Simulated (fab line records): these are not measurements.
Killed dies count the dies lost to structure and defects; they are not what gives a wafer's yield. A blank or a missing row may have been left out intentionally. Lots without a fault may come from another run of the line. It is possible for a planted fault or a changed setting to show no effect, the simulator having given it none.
Split-lot experiment    flow n5_finfet    7 lots, 21 wafers read, on a route of 1938 steps

## THE SPLIT ITSELF
At N5_DUMMY_GATE_COAT_34 (time 60 s, resist thk 60 nm), the setting spin_rpm was moved away from the recipe's 1500 rpm on 6 of the 21 wafers read, by -8.1% to +3.5%. This setting was run at the recipe's value on the other wafers.

## FROM THE SPLIT TO THE READING: what the file shows between them, 9 steps
- N5_DUMMY_GATE_COAT_28: time 60 s, resist thk 10 nm (also split here: spin_rpm)
- N5_DUMMY_GATE_COAT_09: resist thk 30 nm
- N5_DUMMY_GATE_EBR_11
- N5_DUMMY_GATE_ETCH_29: etches underlayer in N2/H2, target depth 13 nm
- N5_DUMMY_GATE_ETCH_36: etches SiARC in CF4, target depth 13 nm
- N5_DUMMY_GATE_ETCH_37: etches SOC in N2/H2, target depth 60 nm, overetch 30 nm
- N5_DUMMY_GATE_STRIP_38: strips in N2/H2
- N5_DUMMY_GATE_STRIP_39: strips in N2/H2
- N5_DUMMY_GATE_STRIP_40: strips in CF4

## THE READING
SOC_of_DUMMY_GATE_COAT_34.thk_nm (the simulator's own value, which no gauge read), in nm, at N5_DUMMY_GATE_ETCH_31 (etches SiO2 in C4F6/O2, target depth 82.5 nm, time 27.5 s). The file gives no usual value for it. Across the 15 wafers here that went through the recipe, the average is 51.9 nm and the standard deviation 0.2 nm.

wafer   tool, chamber at the split  spin_rpm as run, rpm  against the recipe  SOC_of_DUMMY_GATE_COAT_34.thk_nm, nm  against lot-mates on the recipe
L074.2  litho_track-04, 0           1500                  recipe              52                                    -
L074.4  litho_track-04, 0           1500                  recipe              51.8                                  -
L074.6  litho_track-04, 0           1500                  recipe              51.8                                  -
L075.2  litho_track-05, 0           1500                  recipe              51.8                                  -
L075.5  litho_track-05, 0           1500                  recipe              51.8                                  -
L075.6  litho_track-05, 0           1500                  recipe              51.8                                  -
L080.1  litho_track-05, 0           1379                  -8.1%               54                                    +2.4
L080.4  litho_track-05, 0           1500                  recipe              51.8                                  -
L080.5  litho_track-05, 0           1500                  recipe              51.4                                  -
L086.2  litho_track-04, 0           1500                  recipe              51.8                                  -
L086.4  litho_track-04, 0           1500                  recipe              52.2                                  -
L086.5  litho_track-04, 0           1500                  recipe              52.2                                  -
L087.1  litho_track-01, 0           1500                  recipe              51.8                                  -
L087.2  litho_track-01, 0           1427                  -4.9%               53.8                                  +1.8
L087.6  litho_track-01, 0           1500                  recipe              52.2                                  -
L095.1  litho_track-05, 0           1417                  -5.5%               53.6                                  +1.8
L095.2  litho_track-05, 0           1500                  recipe              51.8                                  -
L095.4  litho_track-05, 0           1500                  recipe              51.8                                  -
L096.1  litho_track-04, 0           1552                  +3.5%               51                                    no lot-mate on the recipe
L096.4  litho_track-04, 0           1552                  +3.5%               51                                    no lot-mate on the recipe
L096.2  litho_track-04, 0           1552                  +3.5%               50.6                                  no lot-mate on the recipe

THE FIT
A straight line over all 21 wafers: SOC_of_DUMMY_GATE_COAT_34.thk_nm changes by -0.299 nm for each +1% of spin_rpm; r = -0.96; the points scatter about the line by 0.23 nm.
The same after taking each lot's own level away (the mean of its wafers on the recipe; 18 wafers): -0.318 nm for each +1%; r = -0.98; scatter 0.16 nm.
Per that fit: largest spin_rpm move, reading shift of 2.6 nm.
The span of the lots' own levels, 51.60 to 52.07 nm, comes to 2.3 times the standard deviation stated above.
Consequently the slope shifts little with the lot-to-lot level, the two slopes agreeing.
Check: for one of the wafers moved furthest among these (-8.1%), held out of the fit, the line's prediction against its lot-mates is +2.78 nm. Against them it came out at +2.4 nm.

## OTHER SPLITS ON THESE WAFERS
Before the reading, these wafers also passed through other splits. Each is held against what the fit with the lots' levels taken away leaves over:
other split on the same wafers             wafers away from the commonest value  r with SOC_of_DUMMY_GATE_COAT_34.thk_nm (lot level and that fit taken away)
N5_WELL_APT_EXPOSE_05 dose_mj              7                                     -0.51
N5_WELL_APT_DEVELOP_07 develop_time_s      7                                     +0.27
N5_PMOS_HMC_CHANNEL_EPI_COAT_31 spin_rpm   10                                    -0.29
N5_PMOS_HMC_CHANNEL_EPI_PEB_07 peb_temp_c  4                                     -0.49
N5_FIN_SAQP_FIN_ETCH_36 icp_w              6                                     -0.40
N5_DUMMY_GATE_COAT_28 spin_rpm             8                                     -0.15

## THE WHOLE CHAIN: every reading that the file lists as answering this split, in the file's order
step                   what it does                                               reading                                                                            change (the file's fit)                r (the file's)
N5_DUMMY_GATE_COAT_34  time 60 s, resist thk 60 nm                                SOC_of_DUMMY_GATE_COAT_34.thk_nm (the simulator's own value, which no gauge read)  -0.295 nm for each +1% of the setting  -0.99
N5_DUMMY_GATE_ETCH_37  etches SOC in N2/H2, target depth 60 nm, overetch 30 nm    etch.depth_nm (the simulator's own value, which no gauge read)                     -0.304 nm for each +1% of the setting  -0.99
N5_DUMMY_GATE_ETCH_31  etches SiO2 in C4F6/O2, target depth 82.5 nm, time 27.5 s  SOC_of_DUMMY_GATE_COAT_34.thk_nm (the simulator's own value, which no gauge read)  -0.319 nm for each +1% of the setting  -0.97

## THE FILE'S OWN FIT
SOC_of_DUMMY_GATE_COAT_34.thk_nm changes by -0.319 nm for each +1% of spin_rpm, r = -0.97.
